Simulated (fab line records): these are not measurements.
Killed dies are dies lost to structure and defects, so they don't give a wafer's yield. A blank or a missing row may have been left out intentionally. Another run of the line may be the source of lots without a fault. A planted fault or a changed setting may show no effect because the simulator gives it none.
What tool caused it? || flow n5_finfet || 27 wafers sampled from 9 lots at 1 step of a route of 1938

WHAT EACH GAUGE READ, for each wafer
N5_BEOL_M4_RC_MEAS_101. Usual: DIBL_N 35.3 mV/V, standard deviation 1.5; DIBL_P 35.3 mV/V, standard deviation 1.9; IOFF_N 0.145 nA/um, standard deviation 0.027; IOFF_P 0.20 nA/um, standard deviation 0.033; ION_N 670 uA/um, standard deviation 12; ION_P 462 uA/um, standard deviation 6.8; SS_N 71.3 mV/dec, standard deviation 0.6; SS_P 73.1 mV/dec, standard deviation 0.7; VT_N 251 mV, standard deviation 3.4; VT_P -251 mV, standard deviation 3.2.
{"lot": "L255", "measured": "day 8 14:43", "on": "prober-02", "DIBL_N (mV/V)": "35.3 33.1 35.4", "DIBL_P (mV/V)": "35.0 32.6 35.4", "IOFF_N (nA/um)": "0.147 0.115 0.157", "IOFF_P (nA/um)": "0.18 0.16 0.20", "ION_N (uA/um)": "670 664 679", "ION_P (uA/um)": "456 458 466", "SS_N (mV/dec)": "71.7 70.6 70.9", "SS_P (mV/dec)": "72.2 72.7 72.6", "VT_N (mV)": "248 254 248", "VT_P (mV)": "-254 -252 -247", "flag": ""}
{"lot": "L262", "measured": "day 10 06:46", "on": "prober-01", "DIBL_N (mV/V)": "34.0 35.1 34.4", "DIBL_P (mV/V)": "34.3 34.7 34.0", "IOFF_N (nA/um)": "0.135 0.151 0.135", "IOFF_P (nA/um)": "0.19 0.20 0.19", "ION_N (uA/um)": "681 682 681", "ION_P (uA/um)": "471 466 467", "SS_N (mV/dec)": "70.8 70.5 70.9", "SS_P (mV/dec)": "72.8 72.7 71.7", "VT_N (mV)": "251 246 252", "VT_P (mV)": "-250 -248 -250", "flag": ""}
{"lot": "L263", "measured": "day 10 07:54", "on": "prober-01", "DIBL_N (mV/V)": "33.5 35.2 35.6", "DIBL_P (mV/V)": "32.2 35.0 34.7", "IOFF_N (nA/um)": "0.094 0.133 0.128", "IOFF_P (nA/um)": "0.16 0.20 0.20", "ION_N (uA/um)": "647 670 664", "ION_P (uA/um)": "456 468 464", "SS_N (mV/dec)": "71.0 70.8 70.7", "SS_P (mV/dec)": "72.5 73.1 72.9", "VT_N (mV)": "258 251 252", "VT_P (mV)": "-253 -251 -253", "flag": ""}
{"lot": "L261", "measured": "day 10 16:01", "on": "prober-02", "DIBL_N (mV/V)": "39.0 35.8 36.0", "DIBL_P (mV/V)": "40.1 36.8 36.7", "IOFF_N (nA/um)": "0.230 0.172 0.174", "IOFF_P (nA/um)": "0.33 0.25 0.25", "ION_N (uA/um)": "693 676 679", "ION_P (uA/um)": "476 474 471", "SS_N (mV/dec)": "72.4 72.2 71.8", "SS_P (mV/dec)": "75.6 73.9 73.8", "VT_N (mV)": "247 245 252", "VT_P (mV)": "-242 -241 -246", "flag": ""}
{"lot": "L264", "measured": "day 11 00:26", "on": "prober-01", "DIBL_N (mV/V)": "35.3 32.1 34.6", "DIBL_P (mV/V)": "35.3 31.7 35.5", "IOFF_N (nA/um)": "0.149 0.108 0.132", "IOFF_P (nA/um)": "0.23 0.17 0.21", "ION_N (uA/um)": "674 662 664", "ION_P (uA/um)": "465 460 462", "SS_N (mV/dec)": "71.1 70.5 71.6", "SS_P (mV/dec)": "73.4 71.9 72.2", "VT_N (mV)": "251 254 253", "VT_P (mV)": "-250 -250 -246", "flag": ""}
{"lot": "L265", "measured": "day 11 01:06", "on": "prober-02", "DIBL_N (mV/V)": "33.6 33.6 34.0", "DIBL_P (mV/V)": "32.8 33.8 34.8", "IOFF_N (nA/um)": "0.111 0.130 0.126", "IOFF_P (nA/um)": "0.17 0.20 0.20", "ION_N (uA/um)": "659 674 656", "ION_P (uA/um)": "452 474 458", "SS_N (mV/dec)": "70.7 70.3 71.2", "SS_P (mV/dec)": "71.5 72.5 72.3", "VT_N (mV)": "256 249 255", "VT_P (mV)": "-253 -250 -248", "flag": ""}
{"lot": "L267", "measured": "day 11 13:35", "on": "prober-02", "DIBL_N (mV/V)": "38.1 34.4 34.9", "DIBL_P (mV/V)": "38.5 35.4 35.4", "IOFF_N (nA/um)": "0.190 0.132 0.134", "IOFF_P (nA/um)": "0.24 0.20 0.20", "ION_N (uA/um)": "674 662 651", "ION_P (uA/um)": "465 463 452", "SS_N (mV/dec)": "71.6 70.5 72.0", "SS_P (mV/dec)": "74.1 73.4 72.8", "VT_N (mV)": "246 251 250", "VT_P (mV)": "-246 -251 -250", "flag": ""}
{"lot": "L274", "measured": "day 13 14:29", "on": "prober-01", "DIBL_N (mV/V)": "35.4 35.7 33.4", "DIBL_P (mV/V)": "36.6 36.8 34.4", "IOFF_N (nA/um)": "0.162 0.163 0.128", "IOFF_P (nA/um)": "0.20 0.20 0.16", "ION_N (uA/um)": "679 680 675", "ION_P (uA/um)": "462 464 462", "SS_N (mV/dec)": "71.3 70.8 69.8", "SS_P (mV/dec)": "73.0 73.5 72.7", "VT_N (mV)": "248 248 250", "VT_P (mV)": "-253 -254 -256", "flag": ""}
{"lot": "L276", "measured": "day 13 16:16", "on": "prober-01", "DIBL_N (mV/V)": "36.1 36.3 35.4", "DIBL_P (mV/V)": "34.9 35.3 35.1", "IOFF_N (nA/um)": "0.148 0.159 0.150", "IOFF_P (nA/um)": "0.18 0.19 0.19", "ION_N (uA/um)": "668 676 662", "ION_P (uA/um)": "454 462 461", "SS_N (mV/dec)": "71.4 71.4 71.5", "SS_P (mV/dec)": "73.0 73.0 73.4", "VT_N (mV)": "251 248 247", "VT_P (mV)": "-255 -253 -252", "flag": ""}

TOOL THAT RAN EACH LOT (tool first, then ch and the chambers of the sampled wafers, then the start)
The record holds no process step before these readings.

WHAT THE TOOLS THEMSELVES READ (means of the sampled wafers that have a number; where no wafer has one, the mark that the record gives instead)
The record holds no such reading with a usual standard deviation.

THE ANSWER, worked out from the rows above alone
Rule: a lot is off if the mean of its wafers that have a number lies more than 3 standard deviations from the usual mean. A lot without any number at a reading at which 4 lots or more have one is off too. Any other lot the step has rows for is counted as sound. First the gauges in route order, then the tools' own readings, where a lot's mean is used as printed above. At the first step where some lot is off, the reading lying furthest off is the one used; lots without a number count as furthest.
No lot is off on any of the readings shown, so nothing can be concluded from this.

WHAT THE SIMULATOR HAD PUT IN
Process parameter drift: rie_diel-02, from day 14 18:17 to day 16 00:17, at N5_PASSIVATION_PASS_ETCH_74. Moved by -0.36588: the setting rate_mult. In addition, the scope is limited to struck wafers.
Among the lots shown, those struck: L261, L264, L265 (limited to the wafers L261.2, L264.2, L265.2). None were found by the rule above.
